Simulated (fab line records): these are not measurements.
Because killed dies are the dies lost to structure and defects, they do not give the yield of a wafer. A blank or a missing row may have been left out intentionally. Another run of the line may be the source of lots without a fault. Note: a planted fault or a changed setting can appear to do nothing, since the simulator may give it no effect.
fab line records | flow n5Finfet
record: lots: 6 wafers: 18 lastDay: 18
route steps=1938 shown FIN_SAQP@98 BEOL_M4@1111 PASSIVATION@1936
lots that met no fault: from a run of the same line without faults
startH: start of the lot's first displayed wafer, in hours after the record's first day | waitH: time in hours since the lot's previous step | " identical to the entry in the row above | L1.1+2: a single row standing in for several wafers | - no value, or no start given | * or withheld: withheld | < > ~ a bound
route shown NAME@n: a module of which the file shows steps, and the number in the route of the first | usual: mean and standard deviation over wafers with no fault | same: alike in all rows | chamber/n: place in a boat | sites: each site's reading | _std_site: their standard deviation | _edge_site: mean of outer sites minus mean of inner sites | radiusMm: how far each site lies from the wafer's centre | mask NAME#n: copy n | behind: tool/chamber where the wafer was last shaped | hold: the reason the lot was held/the length of the hold in hours/how it ended | device: names the non-switching transistor (n, p or np) | end of line: at the end of the route, the tests of the same wafers | a step with no rows: only its recipe | killed: count of dies lost to structure and defects at first sort (not the wafer's yield) | map: shows each die of a wafer: x if killed, . if not, _ if none is there
set.NAME: setting as actually run; set.NAME@STEP: the setting as run at that earlier step | model.NAME: the simulator's own value behind a step, which no gauge read
lots at selected steps of the route; one table per step, one row per wafer
services: from which hour (startH, from the record's first day; less than 0 if before it) a tool's chamber was out of use, for how many hours, and why
== steps ==
step: N5_FIN_SAQP_PECVD_47
recipe: material: a-Si targetThkA: 450 tempC: 400 precursor: SiH4/He pressureTorr: 3 rfW: 100 timeS: 36.3
usual: heaterPowerW: 830/64 rfFwdPowerW: 98.9/0.38 showerheadPlenumPTorr: 5.70/0.042 throttleValvePct: 18.7/1.3
columns lot.wafer tool chamber startH waitH heaterPowerW rfFwdPowerW showerheadPlenumPTorr throttleValvePct
L730.1 pecvd-01 2 20.50 0.0 705 99.3 5.71 20.4
L730.5 " 1 " " 859 99.0 5.72 20.1
L730.6 " 2 " " 717 99.0 5.70 20.5
L731.2 pecvd-03 0 28.23 0.0 853 98.6 5.65 18.1
L731.3 " 1 " " 845 98.9 5.75 18.1
L731.5 " 1 " " 830 98.7 5.75 17.8
L746.4 pecvd-03 1 116.99 0.1 800 99.6 5.75 17.7
L746.5 " 2 " " 847 99.0 5.63 17.5
L746.6 " 0 " " 833 98.9 5.66 18.1
L749.2 pecvd-02 0 134.53 0.0 797 98.3 5.69 20.2
L749.3 " 2 " " 802 98.4 5.64 18.3
L749.4 " 2 " " 781 98.6 5.64 18.3
L751.1 pecvd-03 2 146.47 0.0 762 98.8 5.65 17.1
L751.4 " 0 " " 857 99.3 5.65 18.3
L751.5 " 1 " " 869 99.0 5.75 17.8
L753.3 pecvd-03 0 159.66 0.0 880 98.7 5.66 18.1
L753.5 " 1 " " 832 99.2 5.74 17.8
L753.6 " 2 " " 855 98.4 5.65 17.3
step: N5_FIN_SAQP_PECVD_48
recipe: material: SiNx targetThkA: 250 tempC: 400 precursor: SiH4/NH3/N2 pressureTorr: 1.5 rfW: 300 timeS: 22.1
usual: heaterPowerW: 745/64 rfFwdPowerW: 296.7/1.3 showerheadPlenumPTorr: 5.19/0.057 throttleValvePct: 40.9/2.9
columns lot.wafer tool chamber startH waitH heaterPowerW rfFwdPowerW showerheadPlenumPTorr throttleValvePct
L730.1 pecvd-01 2 20.54 0.0 705 296.5 5.19 45.5
L730.5 " 1 " " 661 298.0 5.21 44.3
L730.6 " 2 " " 708 295.1 5.20 45.0
L731.2 pecvd-03 0 28.30 0.0 746 296.5 5.13 39.2
L731.3 " 1 " " 811 298.6 5.26 39.0
L731.5 " 1 " " 815 299.1 5.26 39.1
L746.4 pecvd-03 1 117.03 0.0 699 297.1 5.27 39.1
L746.5 " 2 " " 746 297.3 5.11 37.3
L746.6 " 0 " " 787 295.3 5.13 39.6
L749.2 pecvd-02 0 134.57 0.0 764 294.1 5.15 44.6
L749.3 " 2 " " 741 296.4 5.10 39.9
L749.4 " 2 " " 752 295.4 5.11 39.9
L751.1 pecvd-03 2 146.51 0.0 709 294.6 5.11 37.6
L751.4 " 0 " " 728 296.6 5.13 39.9
L751.5 " 1 " " 801 294.6 5.26 39.2
L753.3 pecvd-03 0 159.71 0.0 718 297.4 5.13 40.0
L753.5 " 1 " " 838 296.2 5.26 38.9
L753.6 " 2 " " 765 296.6 5.11 37.6
step: N5_FIN_SAQP_PECVD_06
recipe: material: a-Si targetThkA: 600 tempC: 400 precursor: SiH4/He pressureTorr: 3 rfW: 100 timeS: 48.1
usual: heaterPowerW: 822/61 rfFwdPowerW: 99.2/0.34 showerheadPlenumPTorr: 5.70/0.042 throttleValvePct: 18.7/1.3
columns lot.wafer tool chamber startH waitH heaterPowerW rfFwdPowerW showerheadPlenumPTorr throttleValvePct
L730.1 pecvd-01 2 20.58 0.0 713 98.7 5.71 20.7
L730.5 " 1 " " 757 99.5 5.70 20.1
L730.6 " 2 " " 716 99.3 5.70 20.8
L731.2 pecvd-03 0 28.36 0.0 871 99.0 5.65 18.0
L731.3 " 1 " " 822 99.6 5.75 17.8
L731.5 " 1 " " 813 99.4 5.76 17.9
L746.4 pecvd-03 1 117.08 0.0 897 99.9 5.75 17.9
L746.5 " 2 " " 845 99.2 5.66 17.0
L746.6 " 0 " " 899 98.7 5.66 17.9
L749.2 pecvd-02 0 134.61 0.0 723 99.2 5.69 20.4
L749.3 " 2 " " 822 98.8 5.63 18.2
L749.4 " 2 " " 822 98.8 5.66 18.2
L751.1 pecvd-03 2 146.55 0.0 825 99.6 5.64 17.2
L751.4 " 0 " " 823 99.4 5.64 18.0
L751.5 " 1 " " 896 99.3 5.76 18.0
L753.3 pecvd-03 0 159.74 0.0 797 98.4 5.66 18.1
L753.5 " 1 " " 877 99.1 5.74 17.7
L753.6 " 2 " " 813 98.9 5.64 17.2
step: N5_FIN_SAQP_THK_MEAS_07
usual: thkNm: 60.2/0.83
columns lot.wafer tool chamber startH waitH thkNm
L730.1 filmMetro-01 - 20.67 0.1 59.3
L730.5 " - " " 60.8
L730.6 " - " " 60.7
L731.2 filmMetro-01 - 28.47 0.1 59.9
L731.3 " - " " 59.3
L731.5 " - " " 59.7
L746.4 filmMetro-01 - 117.14 0.0 59.6
L746.5 " - " " 59.7
L746.6 " - " " 60.4
L749.2 filmMetro-01 - 134.70 0.1 61.6
L749.3 " - " " 60.9
L749.4 " - " " 61.9
L751.1 filmMetro-01 - 146.64 0.1 59.3
L751.4 " - " " 60.9
L751.5 " - " " 60.2
L753.3 filmMetro-01 - 159.84 0.1 59.1
L753.5 " - " " 60.5
L753.6 " - " " 60.2
step: N5_FIN_SAQP_HM_DEP_72
recipe: material: SiO2 targetThkA: 120 tempC: 400 precursor: SiH4/N2O pressureTorr: 0.75 rfW: 275 timeS: 7.2
usual: heaterPowerW: 758/49 rfFwdPowerW: 272.3/1.2 showerheadPlenumPTorr: 8.22/0.1
columns lot.wafer tool chamber startH waitH heaterPowerW rfFwdPowerW showerheadPlenumPTorr
L730.1 pecvd-02 0 20.71 0.0 751 273.7 8.20
L730.5 " 1 " " 735 272.5 8.24
L730.6 " 2 " " 767 271.9 8.07
L731.2 pecvd-02 0 28.51 0.0 773 270.6 8.20
L731.3 " 2 " " 766 271.4 8.07
L731.5 " 1 " " 799 273.2 8.24
L746.4 pecvd-01 2 117.20 0.1 712 272.3 8.23
L746.5 " 1 " " 737 274.4 8.29
L746.6 " 2 " " 700 273.2 8.27
L749.2 pecvd-03 1 134.74 0.0 694 271.8 8.39
L749.3 " 0 " " 814 272.6 8.13
L749.4 " 1 " " 698 272.0 8.39
L751.1 pecvd-02 0 146.68 0.0 775 271.5 8.20
L751.4 " 1 " " 757 272.3 8.24
L751.5 " 2 " " 762 272.0 8.08
L753.3 pecvd-02 2 159.87 0.0 789 271.4 8.06
L753.5 " 0 " " 799 269.1 8.21
L753.6 " 1 " " 772 273.2 8.26
step: N5_FIN_SAQP_COAT_49
recipe: resist: SOC tempC: 250 timeS: 60 spinRpm: 1500 resistThkNm: 100
step: N5_FIN_SAQP_COAT_50
recipe: resist: SiARC tempC: 220 timeS: 60 spinRpm: 1500 resistThkNm: 35
step: N5_FIN_SAQP_COAT_10
recipe: resist: CAR-ArF spinRpm: 1500 resistThkNm: 90
step: N5_FIN_SAQP_EBR_12
recipe: solvent: PGMEA ebrWidthMm: 1.5
step: N5_FIN_SAQP_SOFTBAKE_11
recipe: tempC: 110 timeS: 60 resist: CAR-ArF
step: N5_FIN_SAQP_EXPOSE_13
recipe: maskId: FIN_CORE na: 1.35 sourceShape: dipole sigmaInner: 0.538 sigmaOuter: 0.738 polarization: te targetCdNm: 35.6 doseMj: 63.25
step: N5_FIN_SAQP_PEB_14
recipe: pebTempC: withheld pebTimeS: 60 resist: CAR-ArF
step: N5_FIN_SAQP_DEVELOP_15
recipe: developTimeS: 30 developer: TMAH resist: CAR-ArF devTempC: 23 rinseLiquid: diw dry: airSpin
columns lot.wafer tool chamber startH waitH
L730.1+5+6 lithoTrack-02 0 20.98 -
L731.2+3+5 lithoTrack-05 0 28.90 -
L746.4+5+6 lithoTrack-05 0 117.59 -
L749.2+3+4 lithoTrack-05 0 135.13 -
L751.1+4+5 lithoTrack-02 0 147.06 -
L753.3+5+6 lithoTrack-02 0 160.26 -
step: N5_FIN_SAQP_CD_MEAS_16
recipe: targetCdNm: 35.6 landingEnergyEv: 500 detector: seInlens
usual: cdNm: 35.6/0.33
columns lot.wafer tool chamber startH waitH cdNm
L730.1 cdSem-02 0 21.04 - 35.9
L730.5 " 0 " " 36.2
L730.6 " 0 " " 35.7
L731.2 cdSem-02 0 28.96 - 35.6
L731.3 " 0 " " 35.8
L731.5 " 0 " " 35.8
L746.4 cdSem-03 0 117.66 - 34.7
L746.5 " 0 " " 34.8
L746.6 " 0 " " 35.0
L749.2 cdSem-02 0 135.19 - 35.3
L749.3 " 0 " " 34.4
L749.4 " 0 " " 34.6
L751.1 cdSem-03 0 147.12 - 36.3
L751.4 " 0 " " 36.3
L751.5 " 0 " " 36.2
L753.3 cdSem-01 0 160.32 - 36.0
L753.5 " 0 " " 36.4
L753.6 " 0 " " 35.7
step: N5_FIN_SAQP_OVL_MEAS_17
recipe: pointsPerWafer: 44
usual: FIN_CORE_OVL: -0.2/0.83
columns lot.wafer tool chamber startH waitH FIN_CORE_OVL[nm]
L730.1 overlay-02 0 21.08 0.0 0.0
L730.5 " 0 " " -0.5
L730.6 " 0 " " 0.4
L731.2 overlay-02 0 29.00 0.0 -0.1
L731.3 " 0 " " 0.0
L731.5 " 0 " " 0.7
L746.4 overlay-01 0 117.69 0.0 0.5
L746.5 " 0 " " -0.2
L746.6 " 0 " " 0.1
L749.2 overlay-02 0 135.23 0.0 1.5
L749.3 " 0 " " -0.3
L749.4 " 0 " " -0.1
L751.1 overlay-02 0 147.16 0.0 -0.8
L751.4 " 0 " " -0.8
L751.5 " 0 " " -2.3
L753.3 overlay-01 0 160.36 0.0 0.8
L753.5 " 0 " " -0.8
L753.6 " 0 " " -1.0
step: N5_BEOL_M4_RC_MEAS_101
usual: DIBL_N: 35.8/1.5 DIBL_P: 35.9/1.8 IOFF_N: 0.152/0.025 IOFF_P: 0.21/0.031 ION_N: 672/11 ION_P: 462/7.4 SS_N: 71.5/0.52 SS_P: 73.2/0.54 VT_N: 250/3 VT_P: -250/3.3
columns lot.wafer tool chamber startH waitH DIBL_N[mV/V] DIBL_P[mV/V] IOFF_N[nA/um] IOFF_P[nA/um] ION_N[uA/um] ION_P[uA/um] SS_N[mV/dec] SS_P[mV/dec] VT_N[mV] VT_P[mV]
L731.2 prober-01 0 166.33 0.2 37.8 38.7 0.198 0.22 684 461 72.5 73.6 248 -250
L731.3 " 0 " " 36.6 38.0 0.177 0.22 681 464 72.1 73.4 247 -248
L731.5 " 0 " " 37.0 37.6 0.164 0.20 660 451 72.4 73.2 250 -249
L730.1 prober-02 0 171.86 0.0 37.5 37.0 0.167 0.24 668 461 71.9 72.3 249 -248
L730.5 " 0 " " 35.3 35.3 0.140 0.21 670 465 71.8 73.0 251 -248
L730.6 " 0 " " 36.5 36.3 0.156 0.22 673 466 71.8 73.5 250 -249
L746.4 prober-01 0 264.18 0.5 33.9 34.5 0.137 0.21 658 459 71.7 72.7 251 -250
L746.5 " 0 " " 36.2 36.7 0.179 0.25 665 467 72.8 73.0 247 -245
L746.6 " 0 " " 36.5 38.1 0.194 0.27 694 476 72.0 73.1 247 -247
L749.2 prober-02 0 285.99 0.2 34.3 35.6 0.129 0.20 669 464 71.0 73.1 256 -252
L749.3 " 0 " " 34.3 36.2 0.141 0.21 676 466 70.4 73.1 252 -253
L749.4 " 0 " " 36.2 38.6 0.161 0.24 677 468 71.2 73.8 250 -252
L751.1 prober-02 0 300.36 0.0 34.1 34.8 0.141 0.20 655 454 71.6 73.6 250 -249
L751.4 " 0 " " 35.3 36.5 0.157 0.22 672 467 71.7 73.4 248 -248
L751.5 " 0 " " 37.5 39.3 0.206 0.28 681 471 71.9 74.0 247 -246
L753.3 prober-02 0 321.31 0.3 33.7 33.5 0.125 0.17 660 456 71.3 72.7 253 -253
L753.5 " 0 " " 36.9 36.4 0.165 0.21 670 455 72.2 72.7 251 -251
L753.6 " 0 " " 32.6 32.1 0.106 0.16 652 455 71.2 72.3 255 -255
step: N5_PASSIVATION_PROBE_49
usual: defectLimitedYield: 91.7/1.7 killed_at_M0_to_M3: 34/10 killed_at_M4_up: 13/5.1 killedAtContacts: 12/6.2 killedAtFrontEnd: 36/12 killedAtOther: 3.2/2.6 killedDies: 98/20 killedOpen: 65/13 killedShort: 32/8.4 sort_bin_5_function: 4.8/1.1 sort_bin_6_memory: 3.2/0.74 sort_bin_8_speed: 0.00/0.012 sortNPass: 1082/20 sortYieldPct: 91.7/1.7
same: grossDies: 1180 killedAtBackSide: 0 sort_bin_4_leakage[%]: 0
columns lot.wafer tool chamber startH waitH defectLimitedYield[%] killed_at_M0_to_M3 killed_at_M4_up killedAtContacts killedAtFrontEnd killedAtOther killedDies killedOpen killedShort sort_bin_5_function[%] sort_bin_6_memory[%] sort_bin_8_speed[%] sortNPass sortYieldPct[%]
L731.2 prober-02 - 278.89 0.1 94.7 21 10 8 22 2 63 45 18 3.2 1.7 0 1117 94.7
L731.3 prober-02 - 278.94 0.1 92.5 11 9 23 35 10 88 52 35 3.4 3.6 0 1092 92.5
L731.5 prober-02 - 279.04 0.2 93.5 26 6 9 31 5 77 49 28 3.2 3.0 0 1103 93.5
killed by level:class
L731.2 MOL_CONTACT_COAG:geometricParticle:open=8 BEOL_M4:geometricParticle:open=4 BEOL_M0_SAQP:geometricParticle:short=4 BEOL_M0_SAQP:geometricParticle:open=4 BEOL_M2:geometricParticle:open=4 BEOL_M3:geometricParticle:open=4 BEOL_M6:geometricParticle:open=4 STARTING-WAFER:geometricParticle:open=4
L731.3 MOL_CONTACT_COAG:geometricParticle:open=16 FIN_SAQP:geometricParticle:short=7 STI_FIN_REVEAL:geometricParticle:open=6 MOL_CONTACT_COAG:geometricParticle:short=6 GATE_CUT:geometricParticle:short=4 BEOL_M2:geometricParticle:open=4 DUMMY_GATE:geometricParticle:open=3 MIM_TOP:geometricParticle:open=3
L731.5 MOL_CONTACT_COAG:geometricParticle:open=8 FIN_SAQP:geometricParticle:open=7 BEOL_M0_SAQP:geometricParticle:short=6 BEOL_M0_SAQP:geometricParticle:open=6 BEOL_M4:geometricParticle:open=5 GATE_CUT:geometricParticle:short=4 BEOL_M0:geometricParticle:open=4 BEOL_M2:geometricParticle:open=4
== services ==
columns tool chamber startH hours kind
pecvd-01 - 19.64 0.6 repair
pecvd-03 2 21.15 - clean
pecvd-03 2 21.15 - consumableReplace:showerhead
pecvd-03 2 21.15 29.0 scheduledDown
pecvd-03 2 21.15 29.0 ventCycle
pecvd-01 0 21.34 11.6 repair
pecvd-02 - 32.22 14.6 pm
pecvd-02 - 48.61 0.9 repair
pecvd-03 1 51.81 5.5 scheduledDown
pecvd-01 2 55.45 - calibration
pecvd-02 - 64.22 5.5 pm
pecvd-03 1 67.85 2.1 scheduledDown
pecvd-01 0 98.32 30.1 repair
pecvd-02 1 105.49 26.6 repair
pecvd-03 2 107.09 2.1 scheduledDown
pecvd-02 2 120.62 4.6 repair
pecvd-03 - 157.40 0.8 pm
== key ==
firstSign: step: N5_FIN_SAQP_CD_MEAS_16 reading: cdNm direction: down sigmas: 3.1 usual: 35.6 struck: 34.6
effect none on later readings
metAt N5_FIN_SAQP_DEVELOP_15
struckWafers L746.4,L746.5,L749.3,L749.4
onsetBetween 28.90 117.59
fault: kind: processParameterDrift tool: lithoTrack-05 chamber: - onsetH: 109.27 steps: N5_FIN_SAQP_DEVELOP_15 channel: developTimeS offset: * shape: step endH: 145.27 scope: struckWafersOnly actsIn: * stated: *
